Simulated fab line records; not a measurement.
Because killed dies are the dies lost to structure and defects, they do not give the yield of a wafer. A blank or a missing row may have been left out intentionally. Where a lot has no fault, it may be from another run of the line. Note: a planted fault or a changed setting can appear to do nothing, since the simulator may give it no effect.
A struck lot beside a sound one + flow n5_finfet + 36 steps out of a route of 1938
Sound: wafers L109.4, L109.5, L109.6. Wafers L112.2, L112.3, L112.4 were the ones struck. Last of all comes the cause.
Each step with rows lists, per side, the tool, then ch with its chambers, then its first start. Under that, the readings that differ: sound wafers + struck wafers + difference of the means + sigmas: that difference in standard deviations of wafers without a fault.
alike: readings whose means differ by less than 2 such deviations, and words and numbers that are the same on both sides. not compared: withheld readings, readings that some wafer has no value for, bounds like >300 that may hide the same value, and numbers for which the record gives no deviation and whose values overlap.
The two part at a step that has a row with sigmas, a row that says differs or no value, or rows on one side only. When numbers do not overlap yet have no deviation, they are printed without sigmas and do not part them. Lack of a reading on every wafer of one side parts them only where that side has two or more wafers.

first, 9 steps without rows for these wafers: N5_BEOL_M4_ANNEAL_95 (time 240 s); N5_BEOL_M4_SPUTTER_96 (material Cu, target thk 4.5 nm, time 8.29 s); N5_BEOL_M4_ECD_50 (material Cu, target thk 300 nm); N5_BEOL_M4_ANNEAL_51 (time 90 s); N5_BEOL_M4_CMP_52 (polishes, stops on SiOC, t overpolish 6.8 s, target thk 40 nm); N5_BEOL_M4_PRE_CLEAN_60 (time 15 s); N5_BEOL_M4_CO_CAP_55 (material Co, precursor CCTBA/H2, target thk 2 nm, time 102.1 s); N5_BEOL_M4_PRE_CLEAN_56 (time 15 s); N5_BEOL_M4_DEP_57 (deposits SiCN from 3MS/NH3, target thk 8 nm, time 14 s).
N5_BEOL_M4_RC_MEAS_101:
  sound on prober-01 ch 0, day 7 23:15; struck on prober-02 ch 0, day 8 17:19
  alike: DIBL_N, DIBL_P, IOFF_N, IOFF_P, ION_N, ION_P, SS_N, SS_P, VT_N, VT_P
then, 24 steps without rows for these wafers: N5_BEOL_M5_ILD_DEP_00 (deposits SiCOH lowk from DEMS/porogen, target thk 140.64 nm, time 25.9 s); N5_BEOL_M5_CURE_79 (cures SiCOH lowk, time 240 s); N5_BEOL_M5_PECVD_70 (deposits SiO2 from TEOS/O2, target thk 16 nm, time 18 s); N5_BEOL_M5_HM_DEP_02 (deposits TiN, target thk 20 nm); N5_BEOL_M5_COAT_59 (time 60 s, resist thk 60 nm); N5_BEOL_M5_COAT_60 (time 60 s, resist thk 12 nm); N5_BEOL_M5_COAT_71 (time 60 s, resist thk 5 nm); N5_BEOL_M5_COAT_05 (resist thk 30 nm); N5_BEOL_M5_EBR_07; N5_BEOL_M5_SOFTBAKE_06 (time 60 s); N5_BEOL_M5_EXPOSE_08 (exposes mask M5, target cd 28 nm); N5_BEOL_M5_PEB_09 (peb time 60 s); N5_BEOL_M5_DEVELOP_10 (develop time 30 s); N5_BEOL_M5_DESCUM_16 (chemistry O2, time 7 s); N5_BEOL_M5_ETCH_72 (etches underlayer in N2/H2, target depth 6.5 nm, time 5.2 s); N5_BEOL_M5_ETCH_61 (etches SiARC in CF4, target depth 15.6 nm, time 26 s); N5_BEOL_M5_ETCH_62 (etches SOC in N2/H2, target depth 75 nm, overetch 15 nm, time 112.5 s); N5_BEOL_M5_STRIP_63 (strips in N2/H2); N5_BEOL_M5_STRIP_73 (strips in N2/H2); N5_BEOL_M5_STRIP_64 (strips in CF4); N5_BEOL_M5_HM_OPEN_17 (chemistry Cl2/BCl3, target TiN, target depth 20 nm, overetch 6 nm); N5_BEOL_M5_STRIP_19 (strips in O2); N5_BEOL_M5_COAT_65 (time 60 s, resist thk 60 nm); N5_BEOL_M5_COAT_66 (time 60 s, resist thk 12 nm).
N5_BEOL_M5_EXPOSE_25: exposes mask V4, defocus 10 nm.
  sound on euv_scanner-02 ch 0, day 8 03:47; struck on euv_scanner-01 ch 0, day 8 21:22
  alike: mask
-- here the record skips 4 days between the struck wafers' starts before and after, leaving off in module BEOL_M5 and picking up in module PASSIVATION (first step shown: number 1936 of the route) --
N5_PASSIVATION_PROBE_49:
  record: rows for the struck wafers here (prober-01, day 12 22:04), none for the sound ones

## WHERE THEY PART
Within this record, at N5_PASSIVATION_PROBE_49 only.

WHY: what the simulator had put in
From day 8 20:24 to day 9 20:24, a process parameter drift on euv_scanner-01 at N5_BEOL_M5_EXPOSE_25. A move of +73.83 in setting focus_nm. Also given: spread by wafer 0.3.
